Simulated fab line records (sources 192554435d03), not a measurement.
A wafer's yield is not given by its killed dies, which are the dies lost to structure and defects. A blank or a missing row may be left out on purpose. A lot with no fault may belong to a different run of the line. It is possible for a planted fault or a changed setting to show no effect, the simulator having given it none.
fab line records    flow n5_finfet    part 1 of 2: steps 1 to 26 of 34
record: lots: 5  wafers: 15  last_day: 15
route steps=1938 shown BEOL_M12@1620
lots that met no fault: from a run of the same line without faults
start_h: hours from the record's first day to the start of the lot's first wafer shown    wait_h: time in hours since the lot's previous step    " the same as in the row above    L1.1+2: one row covering several wafers at once    - no value, or no start given    * or withheld: withheld    < > ~ a bound
route shown NAME@n: a module of which the file shows steps, and the number in the route of the first    usual: mean/standard deviation taken from wafers without a fault    same: alike in all rows    chamber/n: place in a boat    sites: per-site readings    _std_site: the standard deviation of these    _edge_site: outer sites' mean less inner sites'    radius_mm: for every site, how far away it sits from the centre of the wafer    mask NAME#n: copy n    behind: tool/chamber where the wafer was last shaped    hold: what put the lot on hold/how long, in hours/how the hold closed    device: transistor that didn't switch, given as n, p or np    end of line: at the end of the route, the tests of the same wafers    for a step that has no rows: nothing shown but its recipe    killed: dies that structure and defects cost at the first sort, which is not the same as the wafer's yield    map: shows each die of a wafer: x if killed, . if not, _ if none is there
set.NAME: setting as actually run; set.NAME@STEP: the setting as run at that earlier step    model.NAME: the simulator's own value behind a step, which no gauge read
certain route steps with their lots: each step a table, each wafer a row
services: a tool's chamber out of use, with start hour (start_h, from the record's first day; less than 0 if before it), hours out, and reason
== steps ==
step: N5_BEOL_M12_STRIP_71
recipe: chemistry: post_etch_residue_remover  time_s: 60  temp_c: 25  remover_ph: withheld  remover_water_wt_pct: withheld  remover_fluoride_wt_pct: withheld
lot.wafer   tool          chamber  start_h  wait_h
L074.1+5+6  wet_bench-05  6,3,0    223.80   0.1
L075.1+2+3  wet_bench-03  0,1,7    251.78   0.1
L080.1+4+5  wet_bench-03  6,7,1    283.96   0.1
L082.1+3+6  wet_bench-03  7,0,2    302.06   0.1
L088.1+4+6  wet_bench-06  2,3,6    335.03   0.1
step: N5_BEOL_M12_SRD_72
recipe: time_s: 30  temp_c: 23  rinse_liquid: diw  dry: n2_spin  spin_rpm: 1500  dry_time_s: 30
usual: do_supply_ppb: 9.99/0.1
lot.wafer  tool          chamber  start_h  wait_h  do_supply_ppb
L074.1     wet_bench-05  6        223.82   0.0     10.02
L074.5     "             3        "        "       10.17
L074.6     "             0        "        "       9.89
L075.1     wet_bench-03  0        251.80   0.0     10.02
L075.2     "             1        "        "       9.96
L075.3     "             7        "        "       9.94
L080.1     wet_bench-03  6        283.98   0.0     10.05
L080.4     "             7        "        "       9.94
L080.5     "             1        "        "       9.95
L082.1     wet_bench-03  7        302.08   0.0     9.97
L082.3     "             0        "        "       10.10
L082.6     "             2        "        "       9.95
L088.1     wet_bench-06  2        335.05   0.0     9.77
L088.4     "             3        "        "       9.83
L088.6     "             6        "        "       9.96
step: N5_BEOL_M12_CD_MEAS_17
recipe: target_cd_nm: 140  polarity: opening
usual: cd_nm: 139.6/1.6
lot.wafer  tool       chamber  start_h  wait_h  cd_nm
L074.1     cd_sem-02  -        223.86   0.0     141.6
L074.5     "          -        "        "       142.7
L074.6     "          -        "        "       139.3
L075.1     cd_sem-02  -        251.84   0.0     137.6
L075.2     "          -        "        "       139.4
L075.3     "          -        "        "       138.6
L080.1     cd_sem-03  -        284.02   0.0     142.1
L080.4     "          -        "        "       140.0
L080.5     "          -        "        "       141.1
L082.1     cd_sem-02  -        302.13   0.0     142.2
L082.3     "          -        "        "       141.6
L082.6     "          -        "        "       139.8
L088.1     cd_sem-02  -        335.09   0.0     137.1
L088.4     "          -        "        "       138.7
L088.6     "          -        "        "       137.3
step: N5_BEOL_M12_COAT_65
recipe: resist: SOC  temp_c: 250  time_s: 60  spin_rpm: 1500  resist_thk_nm: 300
lot.wafer   tool            chamber  start_h  wait_h
L074.1+5+6  litho_track-01  0        223.90   0.0
L075.1+2+3  litho_track-04  0        251.88   0.0
L080.1+4+5  litho_track-01  0        284.06   0.0
L082.1+3+6  litho_track-04  0        302.17   0.0
L088.1+4+6  litho_track-01  0        335.13   0.0
step: N5_BEOL_M12_COAT_66
recipe: resist: SiARC  temp_c: 220  time_s: 60  spin_rpm: 1500  resist_thk_nm: 110
lot.wafer   tool            chamber  start_h  wait_h
L074.1+5+6  litho_track-01  0        -        -
L075.1+2+3  litho_track-04  0        -        -
L080.1+4+5  litho_track-01  0        -        -
L082.1+3+6  litho_track-04  0        -        -
L088.1+4+6  litho_track-01  0        -        -
step: N5_BEOL_M12_COAT_22
recipe: spin_rpm: 2888  resist_thk_nm: 300
lot.wafer   tool            chamber  start_h  wait_h
L074.1+5+6  litho_track-01  0        -        -
L075.1+2+3  litho_track-04  0        -        -
L080.1+4+5  litho_track-01  0        -        -
L082.1+3+6  litho_track-04  0        -        -
L088.1+4+6  litho_track-01  0        -        -
step: N5_BEOL_M12_EBR_24
recipe: solvent: PGMEA  ebr_width_mm: 1.5
lot.wafer   tool            chamber  start_h  wait_h
L074.1+5+6  litho_track-01  0        -        -
L075.1+2+3  litho_track-04  0        -        -
L080.1+4+5  litho_track-01  0        -        -
L082.1+3+6  litho_track-04  0        -        -
L088.1+4+6  litho_track-01  0        -        -
step: N5_BEOL_M12_SOFTBAKE_23
recipe: temp_c: 130  time_s: 60
lot.wafer   tool            chamber  start_h  wait_h
L074.1+5+6  litho_track-01  0        -        -
L075.1+2+3  litho_track-04  0        -        -
L080.1+4+5  litho_track-01  0        -        -
L082.1+3+6  litho_track-04  0        -        -
L088.1+4+6  litho_track-01  0        -        -
step: N5_BEOL_M12_EXPOSE_25
recipe: mask_id: M12  na: 0.93  source_shape: conventional  sigma_outer: 0.4  polarization: unpolarized  dose_mj: 21.8
same: sigma_outer: 0.4
lot.wafer   tool            chamber  start_h  wait_h  mask
L074.1+5+6  krf_scanner-02  0        224.14   -       M12#0
L075.1+2+3  krf_scanner-01  0        252.12   -       M12#0
L080.1+4+5  krf_scanner-02  0        284.30   -       M12#0
L082.1+3+6  krf_scanner-01  0        302.41   -       M12#0
L088.1+4+6  krf_scanner-02  0        335.25   -       M12#0
step: N5_BEOL_M12_PEB_26
recipe: peb_temp_c: 130  peb_time_s: 90
lot.wafer   tool            chamber  start_h  wait_h
L074.1+5+6  litho_track-01  0        224.20   0.1
L075.1+2+3  litho_track-01  0        252.18   0.1
L080.1+4+5  litho_track-01  0        284.36   0.1
L082.1+3+6  litho_track-01  0        302.47   0.1
L088.1+4+6  litho_track-01  0        335.31   0.1
step: N5_BEOL_M12_DEVELOP_27
recipe: develop_time_s: 45  rinse_liquid: diw  dry: air_spin  dev_temp_c: 21
lot.wafer   tool            chamber  start_h  wait_h
L074.1+5+6  litho_track-01  0        -        -
L075.1+2+3  litho_track-01  0        -        -
L080.1+4+5  litho_track-01  0        -        -
L082.1+3+6  litho_track-01  0        -        -
L088.1+4+6  litho_track-01  0        -        -
step: N5_BEOL_M12_HARDBAKE_32
recipe: temp_c: 130  time_s: 120
lot.wafer   tool            chamber  start_h  wait_h
L074.1+5+6  litho_track-01  0        -        -
L075.1+2+3  litho_track-01  0        -        -
L080.1+4+5  litho_track-01  0        -        -
L082.1+3+6  litho_track-01  0        -        -
L088.1+4+6  litho_track-01  0        -        -
step: N5_BEOL_M12_CD_MEAS_28
recipe: target_cd_nm: 160.2  landing_energy_ev: 500  detector: se_inlens  polarity: opening
usual: cd_nm: 160.3/1.1
lot.wafer  tool       chamber  start_h  wait_h  cd_nm
L074.1     cd_sem-02  0        224.31   -       160.0
L074.5     "          0        "        "       159.7
L074.6     "          0        "        "       159.8
L075.1     cd_sem-03  0        252.29   -       161.3
L075.2     "          0        "        "       163.4
L075.3     "          0        "        "       162.7
L080.1     cd_sem-02  0        284.47   -       159.6
L080.4     "          0        "        "       159.6
L080.5     "          0        "        "       160.2
L082.1     cd_sem-03  0        302.58   -       160.8
L082.3     "          0        "        "       161.7
L082.6     "          0        "        "       160.4
L088.1     cd_sem-02  0        335.42   -       160.3
L088.4     "          0        "        "       160.2
L088.6     "          0        "        "       159.8
step: N5_BEOL_M12_OVL_MEAS_29
recipe: points_per_wafer: 44
usual: M12_OVL: -2/5.1
lot.wafer  tool        chamber  start_h  wait_h  M12_OVL[nm]
L074.1     overlay-02  0        224.34   0.0     -10
L074.5     "           0        "        "       -5
L074.6     "           0        "        "       1
L075.1     overlay-02  0        252.32   0.0     -3
L075.2     "           0        "        "       -3
L075.3     "           0        "        "       -9
L080.1     overlay-02  0        284.50   0.0     -8
L080.4     "           0        "        "       -4
L080.5     "           0        "        "       -2
L082.1     overlay-01  0        302.61   0.0     7
L082.3     "           0        "        "       4
L082.6     "           0        "        "       -2
L088.1     overlay-02  0        335.45   0.0     -1
L088.4     "           0        "        "       -8
L088.6     "           0        "        "       -1
step: N5_BEOL_M12_INSPECT_30
recipe: mode: adi  inspect_instrument: macro
usual: raw_defect_count: 1.8/1.4
lot.wafer  tool               chamber  start_h  wait_h  raw_defect_count
L074.1     defect_inspect-02  -        224.37   0.0     2
L074.5     "                  -        "        "       1
L074.6     "                  -        "        "       1
L075.1     defect_inspect-02  -        252.35   0.0     2
L075.2     "                  -        "        "       2
L075.3     "                  -        "        "       0
L080.1     defect_inspect-02  -        284.53   0.0     3
L080.4     "                  -        "        "       3
L080.5     "                  -        "        "       3
L082.1     defect_inspect-02  -        302.63   0.0     1
L082.3     "                  -        "        "       2
L082.6     "                  -        "        "       0
L088.1     defect_inspect-01  -        335.47   0.0     1
L088.4     "                  -        "        "       4
L088.6     "                  -        "        "       2
step: N5_BEOL_M12_DESCUM_33
recipe: chemistry: O2  time_s: 7.9  source_power_w: 50  bias_power_w: 20  pressure_mtorr: 20  rf_frequency_hz: 2.712e+07  temp_c: 40  o2_flow_sccm: 225
usual: drypump_motor_current_A: 5.5/0.37  oes_product_au: 0.80/0.081  rf_vpp_V: 243.4/1.2  showerhead_plenum_p_Torr: 2.11/0.056  throttle_valve_pct: 20.43/0.16
lot.wafer  tool         chamber  start_h  wait_h  drypump_motor_current_A  oes_product_au  rf_hours_counter_h  rf_vpp_V  showerhead_plenum_p_Torr  throttle_valve_pct
L074.1     rie_diel-02  2        224.40   0.0     5.5                      0.71            197                 242.3     2.08                      20.44
L074.5     "            0        "        "       5.6                      0.68            -                   244.8     2.15                      20.87
L074.6     "            3        "        "       5.1                      0.72            -                   244.5     2.16                      20.34
L075.1     rie_diel-04  2        252.89   0.5     5.4                      0.82            93                  243.5     2.12                      20.49
L075.2     "            1        "        "       5.4                      0.87            53                  242.3     2.04                      20.39
L075.3     "            3        "        "       5.6                      0.82            77                  242.8     2.12                      20.47
L080.1     rie_diel-01  2        284.60   0.1     6.1                      0.83            84                  243.5     2.21                      20.34
L080.4     "            3        "        "       5.7                      0.84            -                   242.8     2.03                      20.31
L080.5     "            2        "        "       6.1                      0.83            -                   245.4     2.21                      20.33
L082.1     rie_diel-01  2        302.67   0.0     6.1                      0.82            91                  244.3     2.21                      20.34
L082.3     "            1        "        "       5.9                      0.98            1                   243.8     2.13                      20.09
L082.6     "            0        "        "       5.3                      0.83            -                   245.4     2.20                      20.22
L088.1     rie_diel-01  0        335.51   0.0     5.3                      0.81            106                 244.9     2.19                      20.23
L088.4     "            3        "        "       5.7                      0.82            91                  241.7     2.03                      20.33
L088.6     "            2        "        "       6.1                      0.80            -                   244.2     2.21                      20.36
step: N5_BEOL_M12_ETCH_67
recipe: chemistry: CF4  target: SiARC  target_depth_a: 1430  time_s: 238.3  ion_energy_ev: 80  pressure_mtorr: 40  source_w: 545  bias_w: 36  Ar_flow_sccm: 100  cf4_flow_sccm: 100  ends: cleared
usual: drypump_motor_current_A: 5.5/0.37  etch_rf_on_time_s: 238/3.4  oes_product_au: 0.68/0.069  rf_vpp_V: 184.3/1  showerhead_plenum_p_Torr: 2.16/0.054  throttle_valve_pct: 15.59/0.17
lot.wafer  tool         chamber  start_h  wait_h  drypump_motor_current_A  etch_rf_on_time_s  oes_product_au  rf_hours_counter_h  rf_vpp_V  showerhead_plenum_p_Torr  throttle_valve_pct
L074.1     rie_diel-02  2        224.43   0.0     5.5                      240                0.61            197                 184.5     2.12                      15.57
L074.5     "            0        "        "       5.7                      234                0.59            -                   184.9     2.19                      16.06
L074.6     "            3        "        "       5.1                      243                0.62            -                   185.0     2.21                      15.63
L075.1     rie_diel-04  2        252.93   0.0     5.4                      235                0.70            93                  183.0     2.16                      15.63
L075.2     "            1        "        "       5.4                      234                0.73            53                  185.2     2.09                      15.51
L075.3     "            3        "        "       5.6                      238                0.70            77                  185.0     2.16                      15.61
L080.1     rie_diel-01  2        284.63   0.0     6.1                      237                0.71            84                  185.5     2.24                      15.38
L080.4     "            3        "        "       5.7                      240                0.71            -                   184.7     2.08                      15.45
L080.5     "            2        "        "       6.1                      239                0.71            -                   186.0     2.25                      15.38
L082.1     rie_diel-01  2        302.70   0.0     6.0                      238                0.70            92                  183.9     2.24                      15.43
L082.3     "            1        "        "       5.9                      236                0.85            1                   184.3     2.19                      15.26
L082.6     "            0        "        "       5.3                      237                0.70            -                   184.5     2.25                      15.44
L088.1     rie_diel-01  0        335.54   0.0     5.3                      237                0.70            106                 185.0     2.24                      15.46
L088.4     "            3        "        "       5.7                      237                0.69            91                  181.4     2.07                      15.51
L088.6     "            2        "        "       6.1                      239                0.69            -                   184.8     2.24                      15.42
step: N5_BEOL_M12_ETCH_68
recipe: chemistry: N2/H2  target: SOC  mask_material: SiARC  source_w: 3000  bias_w: 350  temp_c: 40  time_s: 285  ion_energy_ev: 200  pressure_mtorr: 30  n2_flow_sccm: 200  h2_flow_sccm: 200
usual: drypump_motor_current_A: 5.5/0.37  oes_product_au: 0.80/0.08  rf_vpp_V: 524.4/2.1  showerhead_plenum_p_Torr: 2.56/0.068  throttle_valve_pct: 17.74/0.18
lot.wafer  tool         chamber  start_h  wait_h  drypump_motor_current_A  oes_product_au  rf_hours_counter_h  rf_vpp_V  showerhead_plenum_p_Torr  throttle_valve_pct
L074.1     rie_diel-02  2        224.58   0.1     5.5                      0.72            197                 522.9     2.52                      17.70
L074.5     "            0        "        "       5.7                      0.69            -                   523.8     2.62                      18.31
L074.6     "            3        "        "       5.1                      0.72            -                   525.8     2.63                      17.70
L075.1     rie_diel-04  2        253.07   0.1     5.5                      0.83            93                  525.8     2.57                      17.84
L075.2     "            1        "        "       5.4                      0.87            54                  522.2     2.48                      17.81
L075.3     "            3        "        "       5.6                      0.83            77                  527.4     2.57                      17.74
L080.1     rie_diel-01  2        284.78   0.1     6.1                      0.83            84                  527.3     2.67                      17.54
L080.4     "            3        "        "       5.7                      0.83            -                   520.9     2.47                      17.60
L080.5     "            2        "        "       6.1                      0.83            -                   528.2     2.67                      17.53
L082.1     rie_diel-01  2        302.85   0.1     6.1                      0.83            92                  528.1     2.67                      17.56
L082.3     "            1        "        "       5.9                      0.99            1                   526.0     2.60                      17.50
L082.6     "            0        "        "       5.3                      0.83            -                   525.6     2.67                      17.61
L088.1     rie_diel-01  0        335.69   0.1     5.2                      0.82            106                 527.8     2.67                      17.59
L088.4     "            3        "        "       5.7                      0.82            91                  522.6     2.46                      17.62
L088.6     "            2        "        "       6.1                      0.80            -                   528.0     2.67                      17.58
step: N5_BEOL_M12_STRIP_69
recipe: chemistry: N2/H2  temp_c: 40  n2_flow_sccm: 200  h2_flow_sccm: 200  rf_frequency_hz: 6e+07
lot.wafer   tool         chamber  start_h  wait_h
L074.1+5+6  rie_diel-02  2,0,3    224.75   0.1
L075.1+2+3  rie_diel-04  2,1,3    253.25   0.1
L080.1+4+5  rie_diel-01  2,3,2    284.95   0.1
L082.1+3+6  rie_diel-01  2,1,0    303.02   0.1
L088.1+4+6  rie_diel-01  0,3,2    335.86   0.1
step: N5_BEOL_M12_TRENCH_ETCH_34
recipe: chemistry: C4F8/O2/Ar  target: SiOC  target_depth_a: 3189.5  mask_material: SOC  pressure_mtorr: 30  source_w: 3000  bias_w: 700  Ar_flow_sccm: 400  C4F8_flow_sccm: 15  O2_flow_sccm: 8  he_inner_torr: 15  he_outer_torr: 30  time_s: 125.5  ion_energy_ev: 250
usual: C4F8_flow_sccm: 14.99/0.047  drypump_motor_current_A: 5.5/0.37  oes_product_au: 0.80/0.08  rf_vpp_V: 666.3/2.5  showerhead_plenum_p_Torr: 3.44/0.087  throttle_valve_pct: 24.18/0.16
lot.wafer  tool         chamber  start_h  wait_h  C4F8_flow_sccm  drypump_motor_current_A  oes_product_au  rf_hours_counter_h  rf_vpp_V  showerhead_plenum_p_Torr  throttle_valve_pct
L074.1     rie_diel-02  2        224.76   0.0     14.96           5.5                      0.72            197                 664.2     3.39                      24.10
L074.5     "            0        "        "       14.92           5.7                      0.68            -                   668.0     3.49                      24.55
L074.6     "            3        "        "       14.95           5.1                      0.72            -                   668.6     3.53                      24.14
L075.1     rie_diel-04  2        253.26   0.0     15.07           5.4                      0.83            93                  667.0     3.45                      24.25
L075.2     "            1        "        "       14.99           5.4                      0.86            54                  663.7     3.33                      24.13
L075.3     "            3        "        "       15.04           5.6                      0.83            77                  665.7     3.46                      24.26
L080.1     rie_diel-01  2        284.96   0.0     15.07           6.1                      0.83            84                  669.9     3.58                      24.02
L080.4     "            3        "        "       14.98           5.7                      0.83            -                   662.4     3.32                      24.05
L080.5     "            2        "        "       15.00           6.1                      0.82            -                   670.1     3.58                      23.99
L082.1     rie_diel-01  2        303.03   0.0     14.94           6.1                      0.82            92                  669.4     3.58                      24.01
L082.3     "            1        "        "       15.01           5.9                      0.99            1                   668.2     3.50                      23.97
L082.6     "            0        "        "       15.04           5.3                      0.83            -                   669.2     3.58                      24.01
L088.1     rie_diel-01  0        335.87   0.0     14.96           5.3                      0.81            106                 669.4     3.57                      24.01
L088.4     "            3        "        "       15.03           5.7                      0.81            91                  662.3     3.31                      24.06
L088.6     "            2        "        "       14.97           6.1                      0.81            -                   669.1     3.57                      24.03
step: N5_BEOL_M12_STRIP_70
recipe: chemistry: C4F8/O2/Ar  resist: SiARC  rf_frequency_hz: 6e+07
lot.wafer   tool         chamber  start_h  wait_h
L074.1+5+6  rie_diel-02  2,0,3    224.88   0.1
L075.1+2+3  rie_diel-04  2,1,3    253.37   0.1
L080.1+4+5  rie_diel-01  2,3,2    285.07   0.1
L082.1+3+6  rie_diel-01  2,1,0    303.15   0.1
L088.1+4+6  rie_diel-01  0,3,2    335.99   0.1
step: N5_BEOL_M12_OCD_MEAS_35
usual: trench_depth_nm: 318/4.3
lot.wafer  tool    chamber  start_h  wait_h  trench_depth_nm
L074.1     ocd-01  -        224.92   0.0     317
L074.5     "       -        "        "       318
L074.6     "       -        "        "       310
L075.1     ocd-02  -        253.41   0.0     321
L075.2     "       -        "        "       323
L075.3     "       -        "        "       320
L080.1     ocd-01  -        285.11   0.0     318
L080.4     "       -        "        "       319
L080.5     "       -        "        "       318
L082.1     ocd-01  -        303.19   0.0     319
L082.3     "       -        "        "       320
L082.6     "       -        "        "       319
L088.1     ocd-01  -        336.03   0.0     318
L088.4     "       -        "        "       317
L088.6     "       -        "        "       317
step: N5_BEOL_M12_STRIP_37
recipe: chemistry: N2/H2  power_w: 1000  temp_c: 250  h2_frac: 0.65  overash_fraction: 0.3  pressure_mtorr: withheld  n2_flow_sccm: 1750  h2_flow_sccm: 3250
usual: drypump_motor_current_A: 6.0/0.54  heater_power_w: 324/32  oes_product_au: 0.791/0.0087
lot.wafer  tool             chamber  start_h  wait_h  drypump_motor_current_A  heater_power_w  oes_product_au  rf_hours_counter_h
L074.1     plasma_asher-01  0        224.96   0.0     6.5                      320             0.788           121
L074.5     "                1        "        "       5.6                      361             0.804           -
L074.6     "                0        "        "       6.5                      323             0.802           -
L075.1     plasma_asher-01  0        253.45   0.0     6.4                      314             0.793           126
L075.2     "                1        "        "       5.5                      371             0.789           126
L075.3     "                1        "        "       5.6                      374             0.787           -
L080.1     plasma_asher-01  1        285.15   0.0     5.5                      379             0.784           132
L080.4     "                0        "        "       6.5                      323             0.793           -
L080.5     "                0        "        "       6.5                      313             0.792           -
L082.1     plasma_asher-01  1        303.23   0.0     5.6                      371             0.789           134
L082.3     "                0        "        "       6.4                      322             0.799           -
L082.6     "                0        "        "       6.5                      314             0.783           -
L088.1     plasma_asher-01  1        336.07   0.0     5.6                      375             0.781           141
L088.4     "                0        "        "       6.5                      307             0.794           -
L088.6     "                0        "        "       6.5                      324             0.790           -
step: N5_BEOL_M12_ETCH_38
recipe: chemistry: CF4/N2  target: SiCN  target_depth_a: 687  taper_deg: 2  time_s: 73.4  ion_energy_ev: 150  mask_material: SiO2  pressure_mtorr: 40  source_w: 430  bias_w: 70  Ar_flow_sccm: 100  cf4_flow_sccm: 60  n2_flow_sccm: 60
usual: drypump_motor_current_A: 5.5/0.36  oes_product_au: 0.81/0.081  rf_vpp_V: 382.7/1.5  showerhead_plenum_p_Torr: 2.22/0.053  throttle_valve_pct: 15.43/0.17
lot.wafer  tool         chamber  start_h  wait_h  drypump_motor_current_A  oes_product_au  rf_hours_counter_h  rf_vpp_V  showerhead_plenum_p_Torr  throttle_valve_pct
L074.1     rie_diel-01  0        227.22   -       5.3                      0.86            75                  384.8     2.32                      15.19
L074.5     "            3        "        "       5.7                      0.86            -                   382.1     2.15                      15.26
L074.6     "            0        "        "       5.3                      0.86            -                   385.1     2.32                      15.23
L075.1     rie_diel-04  1        254.10   -       5.4                      0.87            54                  380.8     2.16                      15.36
L075.2     "            0        "        "       5.7                      0.70            245                 381.5     2.17                      15.68
L075.3     "            2        "        "       5.4                      0.83            93                  383.8     2.23                      15.47
L080.1     rie_diel-04  1        285.36   -       5.4                      0.84            65                  380.7     2.15                      15.38
L080.4     "            2        "        "       5.4                      0.82            104                 381.7     2.23                      15.51
L080.5     "            1        "        "       5.4                      0.84            -                   380.9     2.15                      15.37
L082.1     rie_diel-01  1        304.02   -       5.9                      0.98            2                   383.8     2.26                      15.08
L082.3     "            0        "        "       5.3                      0.83            97                  384.9     2.31                      15.26
L082.6     "            3        "        "       5.7                      0.83            -                   380.3     2.14                      15.32
L088.1     rie_diel-04  2        336.34   -       5.4                      0.81            121                 383.0     2.22                      15.52
L088.4     "            0        "        "       5.7                      0.93            20                  380.2     2.16                      15.24
L088.6     "            0        "        "       5.7                      0.92            -                   382.6     2.16                      15.22
step: N5_BEOL_M12_PRECLEAN_39
recipe: chemistry: residue_remover  time_s: 60  temp_c: 40
lot.wafer   tool          chamber  start_h  wait_h
L074.1+5+6  wet_bench-03  1,2,4    227.35   0.1
L075.1+2+3  wet_bench-06  2,3,4    254.23   0.1
L080.1+4+5  wet_bench-06  4,0,3    285.49   0.1
L082.1+3+6  wet_bench-06  3,7,5    304.15   0.1
L088.1+4+6  wet_bench-06  3,7,4    336.47   0.1
step: N5_BEOL_M12_SRD_40
recipe: time_s: 30  temp_c: 23  rinse_liquid: diw  dry: n2_spin  spin_rpm: 1500  dry_time_s: 30
usual: do_supply_ppb: 10.02/0.1
lot.wafer  tool          chamber  start_h  wait_h  do_supply_ppb
L074.1     wet_bench-03  1        227.37   0.0     9.99
L074.5     "             2        "        "       10.14
L074.6     "             4        "        "       10.00
L075.1     wet_bench-06  2        254.25   0.0     9.83
L075.2     "             3        "        "       9.94
L075.3     "             4        "        "       9.89
L080.1     wet_bench-06  4        285.51   0.0     10.05
L080.4     "             0        "        "       10.20
L080.5     "             3        "        "       10.13
L082.1     wet_bench-06  3        304.17   0.0     9.99
L082.3     "             7        "        "       9.96
L082.6     "             5        "        "       10.02
L088.1     wet_bench-06  3        336.49   0.0     10.01
L088.4     "             7        "        "       10.16
L088.6     "             4        "        "       9.97
